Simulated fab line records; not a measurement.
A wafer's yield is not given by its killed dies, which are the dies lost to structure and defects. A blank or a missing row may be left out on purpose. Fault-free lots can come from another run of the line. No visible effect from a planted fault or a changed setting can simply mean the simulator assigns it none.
fab line records :: flow nand-harc
record
  lots=15
  wafers=45
  last-day=24
route steps=1159 shown A_ONON_D1@426 THIN_TSV@1102 END@1159
lots that met no fault: taken from a fault-free run of the same line
start-h: start of the lot's first displayed wafer, in hours after the record's first day :: wait-h: hours from the lot's prior step to this one :: " unchanged from the row above :: L1.1+2: several wafers, shown together as one row :: - value missing, or start not given :: * or withheld: withheld :: < > ~ a bound
route shown NAME@n: a module of which the file shows steps, and the number in the route of the first :: usual: average and standard deviation across the fault-free wafers :: same: alike in all rows :: chamber/n: place in a boat :: sites: per-site readings :: _std_site: their standard deviation :: _edge_site: mean of outer sites minus mean of inner sites :: radius-mm: how far each site lies from the wafer's centre :: mask NAME#n: copy n :: behind: the last tool/chamber to shape the wafer :: hold: why the lot went on hold/how many hours it stayed there/how the hold came to an end :: device: names the non-switching transistor (n, p or np) :: end of line: at the end of the route, the tests of the same wafers :: step lacking rows: just its recipe :: killed: count of dies lost to structure and defects at first sort (not the wafer's yield) :: map: the dies of a wafer, with x for killed, . for not killed, _ for no die there
set.NAME: setting as actually run; set.NAME@STEP: the setting as run at that earlier step :: model.NAME: the simulator's own value behind a step, which no gauge read
a sample of lots followed through the steps of the route, with each step as a table and each wafer as a row
services: the hour from which a tool's chamber was out of use, counted from the record's first day as start-h (under 0 if before that day), plus the number of hours and why
## steps
# step NHARC_A_ONON_D1_DEP_03
# recipe
  target-thk-a=10000
  n2-flow-sccm=2750
  n2o-flow-sccm=2000
  nh3-flow-sccm=500
  sih4-flow-sccm=210
  temp-c=400
lot.wafer: L525.2+3+6
tool: pecvd-onon-04
chamber: 0
start-h: 165.46
wait-h: 0.1

lot.wafer: L527.2+5+6
tool: pecvd-onon-02
chamber: 0
start-h: 172.48
wait-h: 0.1

lot.wafer: L526.3+4+5
tool: pecvd-onon-04
chamber: 0
start-h: 172.52
wait-h: 0.2

lot.wafer: L531.1+5+6
tool: pecvd-onon-03
chamber: 0
start-h: 181.94
wait-h: 0.1

lot.wafer: L529.3+4+5
tool: pecvd-onon-02
chamber: 0
start-h: 182.06
wait-h: 0.2

lot.wafer: L528.3+5+6
tool: pecvd-onon-04
chamber: 0
start-h: 182.06
wait-h: 0.2

lot.wafer: L530.2+3+6
tool: pecvd-onon-04
chamber: 0
start-h: 187.57
wait-h: 0.1

lot.wafer: L534.2+3+4
tool: pecvd-onon-02
chamber: 0
start-h: 206.63
wait-h: 0.1

lot.wafer: L533.2+4+6
tool: pecvd-onon-03
chamber: 0
start-h: 211.51
wait-h: 0.1

lot.wafer: L540.2+3+5
tool: pecvd-onon-02
chamber: 0
start-h: 252.10
wait-h: 0.1

lot.wafer: L542.1+5+6
tool: pecvd-onon-02
chamber: 0
start-h: 255.67
wait-h: 0.1

lot.wafer: L544.2+3+6
tool: pecvd-onon-02
chamber: 0
start-h: 263.17
wait-h: 0.1

lot.wafer: L545.1+3+5
tool: pecvd-onon-03
chamber: 0
start-h: 277.09
wait-h: 0.1

lot.wafer: L546.3+5+6
tool: pecvd-onon-03
chamber: 0
start-h: 280.83
wait-h: 0.2

lot.wafer: L548.2+3+5
tool: pecvd-onon-03
chamber: 0
start-h: 297.37
wait-h: 0.1
# step NHARC_THIN_TSV_CMP_01
# recipe
  target-thk-um=3
# usual
  motor-current-A=12.7/1.1
lot.wafer: L527.2
tool: cmp-01
chamber: 2
start-h: 423.23
wait-h: 0.8
motor-current-A: 12.4

lot.wafer: L527.5
tool: cmp-01
chamber: 1
start-h: 423.23
wait-h: 0.8
motor-current-A: 12.7

lot.wafer: L527.6
tool: cmp-01
chamber: 2
start-h: 423.23
wait-h: 0.8
motor-current-A: 12.1

lot.wafer: L526.4
tool: cmp-01
chamber: 3
start-h: 425.61
wait-h: 0.4
motor-current-A: 13.3

lot.wafer: L526.3
tool: cmp-01
chamber: 1
start-h: 425.61
wait-h: 0.4
motor-current-A: 12.8

lot.wafer: L526.5
tool: cmp-01
chamber: 2
start-h: 425.61
wait-h: 0.4
motor-current-A: 11.6

lot.wafer: L525.2
tool: cmp-03
chamber: 1
start-h: 429.43
wait-h: 0.8
motor-current-A: 14.0

lot.wafer: L525.3
tool: cmp-03
chamber: 2
start-h: 429.43
wait-h: 0.8
motor-current-A: 10.4

lot.wafer: L525.6
tool: cmp-03
chamber: 2
start-h: 429.43
wait-h: 0.8
motor-current-A: 10.1

lot.wafer: L530.3
tool: cmp-03
chamber: 0
start-h: 430.65
wait-h: 0.6
motor-current-A: 14.7

lot.wafer: L530.2
tool: cmp-03
chamber: 1
start-h: 430.65
wait-h: 0.6
motor-current-A: 14.1

lot.wafer: L530.6
tool: cmp-03
chamber: 0
start-h: 430.65
wait-h: 0.6
motor-current-A: 15.0

lot.wafer: L529.4
tool: cmp-02
chamber: 0
start-h: 436.21
wait-h: 0.4
motor-current-A: 11.8

lot.wafer: L529.3
tool: cmp-02
chamber: 2
start-h: 436.21
wait-h: 0.4
motor-current-A: 11.4

lot.wafer: L529.5
tool: cmp-02
chamber: 0
start-h: 436.21
wait-h: 0.4
motor-current-A: 11.5

lot.wafer: L531.1
tool: cmp-02
chamber: 0
start-h: 443.02
wait-h: 1.0
motor-current-A: 11.9

lot.wafer: L531.6
tool: cmp-02
chamber: 0
start-h: 443.02
wait-h: 1.0
motor-current-A: 11.8

lot.wafer: L531.5
tool: cmp-02
chamber: 1
start-h: 443.02
wait-h: 1.0
motor-current-A: 12.6

lot.wafer: L528.3
tool: cmp-03
chamber: 0
start-h: 444.31
wait-h: 0.7
motor-current-A: 14.1

lot.wafer: L528.6
tool: cmp-03
chamber: 1
start-h: 444.31
wait-h: 0.7
motor-current-A: 14.6

lot.wafer: L528.5
tool: cmp-03
chamber: 2
start-h: 444.31
wait-h: 0.7
motor-current-A: 10.0

lot.wafer: L533.2
tool: cmp-01
chamber: 3
start-h: 470.98
wait-h: 0.8
motor-current-A: 13.0

lot.wafer: L533.4
tool: cmp-01
chamber: 2
start-h: 470.98
wait-h: 0.8
motor-current-A: 11.6

lot.wafer: L533.6
tool: cmp-01
chamber: 3
start-h: 470.98
wait-h: 0.8
motor-current-A: 13.0

lot.wafer: L534.2
tool: cmp-03
chamber: 2
start-h: 472.20
wait-h: 0.8
motor-current-A: 10.5

lot.wafer: L534.3
tool: cmp-03
chamber: 3
start-h: 472.20
wait-h: 0.8
motor-current-A: 13.3

lot.wafer: L534.4
tool: cmp-03
chamber: 0
start-h: 472.20
wait-h: 0.8
motor-current-A: 14.9

lot.wafer: L542.1
tool: cmp-01
chamber: 2
start-h: 522.16
wait-h: 1.1
motor-current-A: 12.3

lot.wafer: L542.5
tool: cmp-01
chamber: 3
start-h: 522.16
wait-h: 1.1
motor-current-A: 13.2

lot.wafer: L542.6
tool: cmp-01
chamber: 0
start-h: 522.16
wait-h: 1.1
motor-current-A: 13.1

lot.wafer: L540.3
tool: cmp-01
chamber: 2
start-h: 523.29
wait-h: 0.6
motor-current-A: 12.3

lot.wafer: L540.2
tool: cmp-01
chamber: 3
start-h: 523.29
wait-h: 0.6
motor-current-A: 12.8

lot.wafer: L540.5
tool: cmp-01
chamber: 3
start-h: 523.29
wait-h: 0.6
motor-current-A: 13.0

lot.wafer: L544.3
tool: cmp-01
chamber: 0
start-h: 526.87
wait-h: 0.6
motor-current-A: 14.0

lot.wafer: L544.2
tool: cmp-01
chamber: 1
start-h: 526.87
wait-h: 0.6
motor-current-A: 12.0

lot.wafer: L544.6
tool: cmp-01
chamber: 1
start-h: 526.87
wait-h: 0.6
motor-current-A: 11.8

lot.wafer: L545.1
tool: cmp-01
chamber: 1
start-h: 539.86
wait-h: 1.1
motor-current-A: 12.3

lot.wafer: L545.3
tool: cmp-01
chamber: 2
start-h: 539.86
wait-h: 1.1
motor-current-A: 12.0

lot.wafer: L545.5
tool: cmp-01
chamber: 1
start-h: 539.86
wait-h: 1.1
motor-current-A: 12.2

lot.wafer: L546.3
tool: cmp-03
chamber: 2
start-h: 542.32
wait-h: 0.7
motor-current-A: 9.9

lot.wafer: L546.5
tool: cmp-03
chamber: 3
start-h: 542.32
wait-h: 0.7
motor-current-A: 13.5

lot.wafer: L546.6
tool: cmp-03
chamber: 0
start-h: 542.32
wait-h: 0.7
motor-current-A: 15.2

lot.wafer: L548.3
tool: cmp-02
chamber: 2
start-h: 562.77
wait-h: 0.6
motor-current-A: 11.5

lot.wafer: L548.2
tool: cmp-02
chamber: 1
start-h: 562.77
wait-h: 0.6
motor-current-A: 13.6

lot.wafer: L548.5
tool: cmp-02
chamber: 2
start-h: 562.77
wait-h: 0.6
motor-current-A: 11.4
# step NHARC_THIN_TSV_CD_MEAS_16
# usual
  cd-nm=1000.0/1.5
lot.wafer: L527.2
tool: cd-sem-01
chamber: -
start-h: 425.52
wait-h: 0.1
cd-nm: 999.3

lot.wafer: L527.5
tool: cd-sem-01
chamber: -
start-h: 425.52
wait-h: 0.1
cd-nm: 1001.2

lot.wafer: L527.6
tool: cd-sem-01
chamber: -
start-h: 425.52
wait-h: 0.1
cd-nm: 1001.0

lot.wafer: L526.3
tool: cd-sem-03
chamber: -
start-h: 427.88
wait-h: 0.1
cd-nm: 998.6

lot.wafer: L526.4
tool: cd-sem-03
chamber: -
start-h: 427.88
wait-h: 0.1
cd-nm: 999.4

lot.wafer: L526.5
tool: cd-sem-03
chamber: -
start-h: 427.88
wait-h: 0.1
cd-nm: 998.8

lot.wafer: L525.2
tool: cd-sem-01
chamber: -
start-h: 431.74
wait-h: 0.1
cd-nm: 1000.4

lot.wafer: L525.3
tool: cd-sem-01
chamber: -
start-h: 431.74
wait-h: 0.1
cd-nm: 998.8

lot.wafer: L525.6
tool: cd-sem-01
chamber: -
start-h: 431.74
wait-h: 0.1
cd-nm: 1001.1

lot.wafer: L530.2
tool: cd-sem-01
chamber: -
start-h: 433.69
wait-h: 0.1
cd-nm: 1001.3

lot.wafer: L530.3
tool: cd-sem-01
chamber: -
start-h: 433.69
wait-h: 0.1
cd-nm: 999.9

lot.wafer: L530.6
tool: cd-sem-01
chamber: -
start-h: 433.69
wait-h: 0.1
cd-nm: 1000.8

lot.wafer: L529.3
tool: cd-sem-02
chamber: -
start-h: 438.47
wait-h: 0.1
cd-nm: 999.2

lot.wafer: L529.4
tool: cd-sem-02
chamber: -
start-h: 438.47
wait-h: 0.1
cd-nm: 998.3

lot.wafer: L529.5
tool: cd-sem-02
chamber: -
start-h: 438.47
wait-h: 0.1
cd-nm: 1000.3

lot.wafer: L531.1
tool: cd-sem-01
chamber: -
start-h: 445.44
wait-h: 0.1
cd-nm: 1000.7

lot.wafer: L531.5
tool: cd-sem-01
chamber: -
start-h: 445.44
wait-h: 0.1
cd-nm: 999.7

lot.wafer: L531.6
tool: cd-sem-01
chamber: -
start-h: 445.44
wait-h: 0.1
cd-nm: 1000.7

lot.wafer: L528.3
tool: cd-sem-03
chamber: -
start-h: 446.43
wait-h: 0.1
cd-nm: 998.5

lot.wafer: L528.5
tool: cd-sem-03
chamber: -
start-h: 446.43
wait-h: 0.1
cd-nm: 997.7

lot.wafer: L528.6
tool: cd-sem-03
chamber: -
start-h: 446.43
wait-h: 0.1
cd-nm: 998.1

lot.wafer: L533.2
tool: cd-sem-01
chamber: -
start-h: 473.32
wait-h: 0.1
cd-nm: 1003.1

lot.wafer: L533.4
tool: cd-sem-01
chamber: -
start-h: 473.32
wait-h: 0.1
cd-nm: 1001.9

lot.wafer: L533.6
tool: cd-sem-01
chamber: -
start-h: 473.32
wait-h: 0.1
cd-nm: 1000.6

lot.wafer: L534.2
tool: cd-sem-03
chamber: -
start-h: 474.39
wait-h: 0.1
cd-nm: 999.4

lot.wafer: L534.3
tool: cd-sem-03
chamber: -
start-h: 474.39
wait-h: 0.1
cd-nm: 1000.9

lot.wafer: L534.4
tool: cd-sem-03
chamber: -
start-h: 474.39
wait-h: 0.1
cd-nm: 1001.0

lot.wafer: L542.1
tool: cd-sem-01
chamber: -
start-h: 524.73
wait-h: 0.1
cd-nm: 999.4

lot.wafer: L542.5
tool: cd-sem-01
chamber: -
start-h: 524.73
wait-h: 0.1
cd-nm: 999.8

lot.wafer: L542.6
tool: cd-sem-01
chamber: -
start-h: 524.73
wait-h: 0.1
cd-nm: 1000.2

lot.wafer: L540.2
tool: cd-sem-02
chamber: -
start-h: 525.59
wait-h: 0.1
cd-nm: 1002.0

lot.wafer: L540.3
tool: cd-sem-02
chamber: -
start-h: 525.59
wait-h: 0.1
cd-nm: 1001.0

lot.wafer: L540.5
tool: cd-sem-02
chamber: -
start-h: 525.59
wait-h: 0.1
cd-nm: 1001.6

lot.wafer: L544.2
tool: cd-sem-01
chamber: -
start-h: 529.17
wait-h: 0.1
cd-nm: 996.1

lot.wafer: L544.3
tool: cd-sem-01
chamber: -
start-h: 529.17
wait-h: 0.1
cd-nm: 997.8

lot.wafer: L544.6
tool: cd-sem-01
chamber: -
start-h: 529.17
wait-h: 0.1
cd-nm: 998.8

lot.wafer: L545.1
tool: cd-sem-02
chamber: -
start-h: 541.98
wait-h: 0.1
cd-nm: 998.3

lot.wafer: L545.3
tool: cd-sem-02
chamber: -
start-h: 541.98
wait-h: 0.1
cd-nm: 999.2

lot.wafer: L545.5
tool: cd-sem-02
chamber: -
start-h: 541.98
wait-h: 0.1
cd-nm: 1000.7

lot.wafer: L546.3
tool: cd-sem-03
chamber: -
start-h: 544.53
wait-h: 0.1
cd-nm: 1001.2

lot.wafer: L546.5
tool: cd-sem-03
chamber: -
start-h: 544.53
wait-h: 0.1
cd-nm: 1000.3

lot.wafer: L546.6
tool: cd-sem-03
chamber: -
start-h: 544.53
wait-h: 0.1
cd-nm: 1000.9

lot.wafer: L548.2
tool: cd-sem-01
chamber: -
start-h: 564.96
wait-h: 0.1
cd-nm: 1001.8

lot.wafer: L548.3
tool: cd-sem-01
chamber: -
start-h: 564.96
wait-h: 0.1
cd-nm: 1000.5

lot.wafer: L548.5
tool: cd-sem-01
chamber: -
start-h: 564.96
wait-h: 0.1
cd-nm: 1001.8
# step NHARC_THIN_TSV_DEP_47
# recipe
  target-thk-a=2000
  temp-c=withheld
  pressure-torr=6.5
  rf-w=900
  teos-flow-sccm=161.4
  flow-sccm=2650
  target-thk-nm=200
  gas=O2
  material=SiO2
# usual
  throttle-valve-pct=16.1/0.71
lot.wafer: L527.2
tool: pecvd-02
chamber: 1
start-h: 426.39
wait-h: -
throttle-valve-pct: 15.7

lot.wafer: L527.5
tool: pecvd-02
chamber: 1
start-h: 426.39
wait-h: -
throttle-valve-pct: 15.9

lot.wafer: L527.6
tool: pecvd-02
chamber: 2
start-h: 426.39
wait-h: -
throttle-valve-pct: 15.1

lot.wafer: L526.3
tool: pecvd-04
chamber: 0
start-h: 428.79
wait-h: -
throttle-valve-pct: 15.4

lot.wafer: L526.5
tool: pecvd-04
chamber: 0
start-h: 428.79
wait-h: -
throttle-valve-pct: 15.5

lot.wafer: L526.4
tool: pecvd-04
chamber: 1
start-h: 428.79
wait-h: -
throttle-valve-pct: 16.4

lot.wafer: L525.3
tool: pecvd-02
chamber: 1
start-h: 432.68
wait-h: -
throttle-valve-pct: 15.8

lot.wafer: L525.2
tool: pecvd-02
chamber: 0
start-h: 432.68
wait-h: -
throttle-valve-pct: 16.7

lot.wafer: L525.6
tool: pecvd-02
chamber: 1
start-h: 432.68
wait-h: -
throttle-valve-pct: 15.9

lot.wafer: L530.2
tool: pecvd-04
chamber: 0
start-h: 434.62
wait-h: -
throttle-valve-pct: 15.2

lot.wafer: L530.3
tool: pecvd-04
chamber: 2
start-h: 434.62
wait-h: -
throttle-valve-pct: 16.6

lot.wafer: L530.6
tool: pecvd-04
chamber: 2
start-h: 434.62
wait-h: -
throttle-valve-pct: 16.9

lot.wafer: L529.3
tool: pecvd-04
chamber: 2
start-h: 439.35
wait-h: -
throttle-valve-pct: 16.9

lot.wafer: L529.5
tool: pecvd-04
chamber: 0
start-h: 439.35
wait-h: -
throttle-valve-pct: 15.3

lot.wafer: L529.4
tool: pecvd-04
chamber: 1
start-h: 439.35
wait-h: -
throttle-valve-pct: 16.4

lot.wafer: L531.1
tool: pecvd-02
chamber: 1
start-h: 446.33
wait-h: -
throttle-valve-pct: 15.9

lot.wafer: L531.5
tool: pecvd-02
chamber: 1
start-h: 446.33
wait-h: -
throttle-valve-pct: 15.8

lot.wafer: L531.6
tool: pecvd-02
chamber: 0
start-h: 446.33
wait-h: -
throttle-valve-pct: 16.7

lot.wafer: L528.3
tool: pecvd-02
chamber: 0
start-h: 447.63
wait-h: -
throttle-valve-pct: 16.7

lot.wafer: L528.5
tool: pecvd-02
chamber: 1
start-h: 447.63
wait-h: -
throttle-valve-pct: 16.0

lot.wafer: L528.6
tool: pecvd-02
chamber: 0
start-h: 447.63
wait-h: -
throttle-valve-pct: 16.6

lot.wafer: L533.2
tool: pecvd-02
chamber: 0
start-h: 474.28
wait-h: -
throttle-valve-pct: 16.7

lot.wafer: L533.4
tool: pecvd-02
chamber: 1
start-h: 474.28
wait-h: -
throttle-valve-pct: 15.6

lot.wafer: L533.6
tool: pecvd-02
chamber: 2
start-h: 474.28
wait-h: -
throttle-valve-pct: 15.2

lot.wafer: L534.3
tool: pecvd-04
chamber: 2
start-h: 475.32
wait-h: -
throttle-valve-pct: 17.3

lot.wafer: L534.2
tool: pecvd-04
chamber: 0
start-h: 475.32
wait-h: -
throttle-valve-pct: 15.4

lot.wafer: L534.4
tool: pecvd-04
chamber: 2
start-h: 475.32
wait-h: -
throttle-valve-pct: 17.1

lot.wafer: L542.1
tool: pecvd-04
chamber: 1
start-h: 525.70
wait-h: -
throttle-valve-pct: 16.5

lot.wafer: L542.5
tool: pecvd-04
chamber: 2
start-h: 525.70
wait-h: -
throttle-valve-pct: 17.2

lot.wafer: L542.6
tool: pecvd-04
chamber: 0
start-h: 525.70
wait-h: -
throttle-valve-pct: 15.7

lot.wafer: L540.2
tool: pecvd-03
chamber: 0
start-h: 526.57
wait-h: -
throttle-valve-pct: 15.4

lot.wafer: L540.3
tool: pecvd-03
chamber: 1
start-h: 526.57
wait-h: -
throttle-valve-pct: 15.9

lot.wafer: L540.5
tool: pecvd-03
chamber: 0
start-h: 526.57
wait-h: -
throttle-valve-pct: 15.8

lot.wafer: L544.3
tool: pecvd-03
chamber: 1
start-h: 530.10
wait-h: -
throttle-valve-pct: 16.3

lot.wafer: L544.2
tool: pecvd-03
chamber: 2
start-h: 530.10
wait-h: -
throttle-valve-pct: 15.7

lot.wafer: L544.6
tool: pecvd-03
chamber: 1
start-h: 530.10
wait-h: -
throttle-valve-pct: 16.2

lot.wafer: L545.1
tool: pecvd-02
chamber: 1
start-h: 542.98
wait-h: -
throttle-valve-pct: 15.5

lot.wafer: L545.3
tool: pecvd-02
chamber: 0
start-h: 542.98
wait-h: -
throttle-valve-pct: 16.9

lot.wafer: L545.5
tool: pecvd-02
chamber: 0
start-h: 542.98
wait-h: -
throttle-valve-pct: 16.8

lot.wafer: L546.3
tool: pecvd-04
chamber: 2
start-h: 546.69
wait-h: -
throttle-valve-pct: 17.5

lot.wafer: L546.5
tool: pecvd-04
chamber: 0
start-h: 546.69
wait-h: -
throttle-valve-pct: 15.5

lot.wafer: L546.6
tool: pecvd-04
chamber: 1
start-h: 546.69
wait-h: -
throttle-valve-pct: 16.7

lot.wafer: L548.2
tool: pecvd-03
chamber: 2
start-h: 565.82
wait-h: -
throttle-valve-pct: 15.6

lot.wafer: L548.3
tool: pecvd-03
chamber: 0
start-h: 565.82
wait-h: -
throttle-valve-pct: 16.1

lot.wafer: L548.5
tool: pecvd-03
chamber: 0
start-h: 565.82
wait-h: -
throttle-valve-pct: 16.1
# step NHARC_END_SORT_01
# recipe
  temp-c=25
# usual
  killed-at-array=24/7.4
  killed-at-other=0.5/0.81
  killed-at-periphery=3.4/2.3
  killed-dies=28/8
  killed-open=3.4/1.8
  killed-short=2.0/1.4
# same
  gross-dies=677
lot.wafer: L542.1
tool: prober-01
chamber: 0
start-h: 538.29
wait-h: 2.5
killed-at-array: 91
killed-at-other: 2
killed-at-periphery: 5
killed-dies: 98
killed-open: 5
killed-short: 4

lot.wafer: L542.5
tool: prober-01
chamber: 0
start-h: 541.47
wait-h: 3.7
killed-at-array: 85
killed-at-other: 1
killed-at-periphery: 2
killed-dies: 88
killed-open: 3
killed-short: 0

lot.wafer: L542.6
tool: prober-01
chamber: 0
start-h: 542.27
wait-h: 4.0
killed-at-array: 92
killed-at-other: 0
killed-at-periphery: 2
killed-dies: 94
killed-open: 1
killed-short: 1

lot.wafer: L540.2
tool: prober-01
chamber: 0
start-h: 546.83
wait-h: 2.8
killed-at-array: 75
killed-at-other: 0
killed-at-periphery: 2
killed-dies: 77
killed-open: 2
killed-short: 2

lot.wafer: L540.3
tool: prober-01
chamber: 0
start-h: 547.62
wait-h: 3.1
killed-at-array: 98
killed-at-other: 0
killed-at-periphery: 0
killed-dies: 98
killed-open: 1
killed-short: 1

lot.wafer: L540.5
tool: prober-01
chamber: 0
start-h: 549.19
wait-h: 3.6
killed-at-array: 94
killed-at-other: 0
killed-at-periphery: 3
killed-dies: 97
killed-open: 4
killed-short: 3

lot.wafer: L544.2
tool: prober-02
chamber: 0
start-h: 547.02
wait-h: 2.8
killed-at-array: 92
killed-at-other: 0
killed-at-periphery: 9
killed-dies: 101
killed-open: 3
killed-short: 2

lot.wafer: L544.3
tool: prober-02
chamber: 0
start-h: 547.81
wait-h: 3.1
killed-at-array: 88
killed-at-other: 0
killed-at-periphery: 6
killed-dies: 94
killed-open: 3
killed-short: 2

lot.wafer: L544.6
tool: prober-02
chamber: 0
start-h: 550.20
wait-h: 4.0
killed-at-array: 84
killed-at-other: 0
killed-at-periphery: 7
killed-dies: 91
killed-open: 3
killed-short: 0
# killed by level:class
L542.1 A_ONON_D1:unspecified=62 A_CHANNEL_HOLE_D1:chamber-film-flake=17 A_CONTACT:chamber-film-flake=4 P_GATE:geometric-particle:open=2 A_ONON_D1:geometric-particle:short=2 P_ZERO_WELL:chamber-film-flake=2 A_CHANNEL_HOLE_D1:geometric-particle:open=1 A_CHANNEL_FILL_D1:geometric-particle:short=1
L542.5 A_ONON_D1:unspecified=62 A_CHANNEL_HOLE_D1:chamber-film-flake=10 A_CONTACT:chamber-film-flake=5 A_STAIRCASE:chamber-film-flake=3 A_M0:geometric-particle:open=2 P_STI:chamber-film-flake=2 A_ONON_D1:geometric-particle:open=1 A_ZERO_WELL:chamber-film-flake=1
L542.6 A_ONON_D1:unspecified=66 A_CHANNEL_HOLE_D1:chamber-film-flake=15 A_CONTACT:chamber-film-flake=4 P_STI:chamber-film-flake=2 A_SGD_CUT:chamber-film-flake=2 A_ONON_D1:geometric-particle:open=1 A_WL_FILL:geometric-particle:short=1 A_STAIRCASE:chamber-film-flake=1
L540.2 A_ONON_D1:unspecified=59 A_CHANNEL_HOLE_D1:chamber-film-flake=7 A_STAIRCASE:chamber-film-flake=3 A_STAIRCASE:geometric-particle:open=2 P_CONTACT:geometric-particle:short=1 A_ONON_D1:geometric-particle:short=1 P_GATE:chamber-film-flake=1 A_CHANNEL_FILL_D1:chamber-film-flake=1
L544.2 A_ONON_D1:unspecified=59 A_CHANNEL_HOLE_D1:chamber-film-flake=15 P_GATE:chamber-film-flake=8 A_SLIT:chamber-film-flake=6 A_CONTACT:chamber-film-flake=5 A_STAIRCASE:chamber-film-flake=3 P_M0:geometric-particle:open=1 A_SOURCE_PLATE:geometric-particle:short=1
L540.3 A_ONON_D1:unspecified=65 A_CHANNEL_HOLE_D1:chamber-film-flake=26 A_CONTACT:chamber-film-flake=5 A_ONON_D1:geometric-particle:open=1 A_CHANNEL_FILL_D1:geometric-particle:short=1
L544.3 A_ONON_D1:unspecified=62 A_SLIT:chamber-film-flake=8 A_CHANNEL_HOLE_D1:chamber-film-flake=7 P_GATE:chamber-film-flake=4 A_STAIRCASE:chamber-film-flake=4 A_CONTACT:chamber-film-flake=4 P_CONTACT:geometric-particle:short=1 P_M0:geometric-particle:open=1
L540.5 A_ONON_D1:unspecified=62 A_CHANNEL_HOLE_D1:chamber-film-flake=17 A_STAIRCASE:chamber-film-flake=7 A_CONTACT:chamber-film-flake=4 P_CONTACT:geometric-particle:open=2 A_CONTACT:geometric-particle:open=2 P_M0:geometric-particle:short=1 A_CHANNEL_HOLE_D1:geometric-particle:short=1
L544.6 A_ONON_D1:unspecified=63 A_SLIT:chamber-film-flake=8 A_CONTACT:chamber-film-flake=5 A_CHANNEL_HOLE_D1:chamber-film-flake=4 P_STI:chamber-film-flake=3 A_STAIRCASE:chamber-film-flake=3 P_GATE:chamber-film-flake=2 P_CONTACT:geometric-particle:open=1
## services
tool: cmp-01
chamber: -
start-h: 146.72
hours: 1.0
kind: repair

tool: pecvd-02
chamber: -
start-h: 153.04
hours: 13.0
kind: pm

tool: cmp-01
chamber: -
start-h: 167.05
hours: 1.3
kind: repair

tool: cmp-01
chamber: -
start-h: 179.50
hours: 4.0
kind: pm

tool: pecvd-04
chamber: -
start-h: 195.32
hours: 13.0
kind: pm

tool: cmp-01
chamber: -
start-h: 195.96
hours: 0.4
kind: repair

tool: pecvd-04
chamber: -
start-h: 267.95
hours: 0.8
kind: repair

tool: pecvd-onon-02
chamber: -
start-h: 272.42
hours: 1.3
kind: repair

tool: cmp-01
chamber: -
start-h: 277.50
hours: 4.0
kind: pm

tool: pecvd-02
chamber: -
start-h: 290.31
hours: 1.0
kind: repair

tool: pecvd-onon-02
chamber: -
start-h: 292.38
hours: 13.0
kind: pm

tool: pecvd-04
chamber: 2
start-h: 318.49
hours: 14.3
kind: repair

tool: pecvd-02
chamber: -
start-h: 334.04
hours: 13.0
kind: pm

tool: pecvd-04
chamber: 0
start-h: 337.85
hours: 2.9
kind: repair

tool: pecvd-04
chamber: 1
start-h: 354.45
hours: 11.4
kind: repair

tool: pecvd-04
chamber: -
start-h: 358.27
hours: 0.8
kind: repair

tool: cmp-01
chamber: -
start-h: 375.50
hours: 4.0
kind: pm

tool: pecvd-04
chamber: -
start-h: 376.32
hours: 13.0
kind: pm

tool: pecvd-04
chamber: 2
start-h: 396.96
hours: 4.9
kind: repair

tool: pecvd-04
chamber: -
start-h: 422.61
hours: 2.7
kind: repair

tool: pecvd-04
chamber: -
start-h: 429.73
hours: 3.8
kind: repair

tool: pecvd-02
chamber: 2
start-h: 443.88
hours: 5.0
kind: repair

tool: pecvd-onon-02
chamber: -
start-h: 473.38
hours: 13.0
kind: pm

tool: cmp-01
chamber: -
start-h: 473.50
hours: 4.0
kind: pm
## key
first-sign
  step=NHARC_END_SORT_01
  reading=killed-at-array
  direction=up
  sigmas=8.7
  usual=24
  struck=89
effect
  step=NHARC_END_SORT_01
  reading=killed-dies
  direction=up
  sigmas=8.1
  usual=28
  struck=93
more-kills-born-at
  NHARC_A_ONON_D1_DEP_03@pecvd-onon-02=559
met-at NHARC_A_ONON_D1_DEP_03
struck-lots L540,L542,L544
tester-left-out L540,L542,L544
not-acting-at NHARC_THIN_TSV_CMP_01,NHARC_THIN_TSV_CD_MEAS_16,NHARC_THIN_TSV_DEP_47
onset-between 206.63 252.10
fault
  kind=chamber-particle-source
  tool=pecvd-onon-02
  chamber=-
  onset-h=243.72
  steps=NHARC_A_ONON_D1_DEP_03
  rate-per-visit-cm2=1.0834
  end-h=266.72
# tester-left-out: of these lots the tester's yield and bins aren't shown, on N5 and GAA mostly nor the transistor test; their killed dies are dies lost to structure and defects alone, not to doping, threshold or leakage, so they don't give the yield
